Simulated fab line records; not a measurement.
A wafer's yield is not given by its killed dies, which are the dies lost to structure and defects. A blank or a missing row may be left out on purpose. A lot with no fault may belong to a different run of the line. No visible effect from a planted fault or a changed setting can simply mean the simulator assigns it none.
Matching of chambers    flow nand-harc    4 sister chambers for NHARC_P_GATE_STRIP_108 on rie-diel-12
The step strips in O2. 4 wafers are shown with their chamber, then 10 later ones without.

== WAFERS, EACH WITH ITS CHAMBER ==
wafer   chamber  showerhead-plenum-p-Torr (Torr)
L436.2  2        3.42
L436.5  0        3.71
L439.3  1        3.52
L439.4  3        3.42

== WAFERS WHOSE CHAMBER IS MISSING ==
wafer   showerhead-plenum-p-Torr (Torr)
L439.6  3.42
L443.1  3.42
L443.2  3.70
L443.6  3.42
L442.1  3.70
L442.3  3.42
L442.6  3.42
L446.2  3.42
L446.3  3.51
L446.4  3.42

== WHICH CHAMBER EACH WENT THROUGH ==
wafer   from the rows above      in truth
L439.6  can't be placed: 2 or 3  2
L443.1  can't be placed: 2 or 3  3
L443.2  0                        0
L443.6  can't be placed: 2 or 3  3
L442.1  0                        0
L442.3  can't be placed: 2 or 3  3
L442.6  can't be placed: 2 or 3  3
L446.2  can't be placed: 2 or 3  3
L446.3  1                        1
L446.4  can't be placed: 2 or 3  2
3 of 10 placed correctly. From these rows, 7 cannot be placed; in 7 the true chamber is one of the candidates. Number placed wrongly: 0.
How it was worked out, from the rows above alone: a wafer's distance from a chamber is the root of the sum, over the readings, of the square of ((its reading less the chamber's mean) divided by the reading's scatter). If the next closest chamber is less than 2 further off than the closest, the wafer can't be placed; otherwise it belongs to the closest. For every chamber, the mean is computed from those of its wafers that are shown. The scatter: root of mean squared gap, hidden wafer to nearest shown wafer, with one shown wafer a chamber.
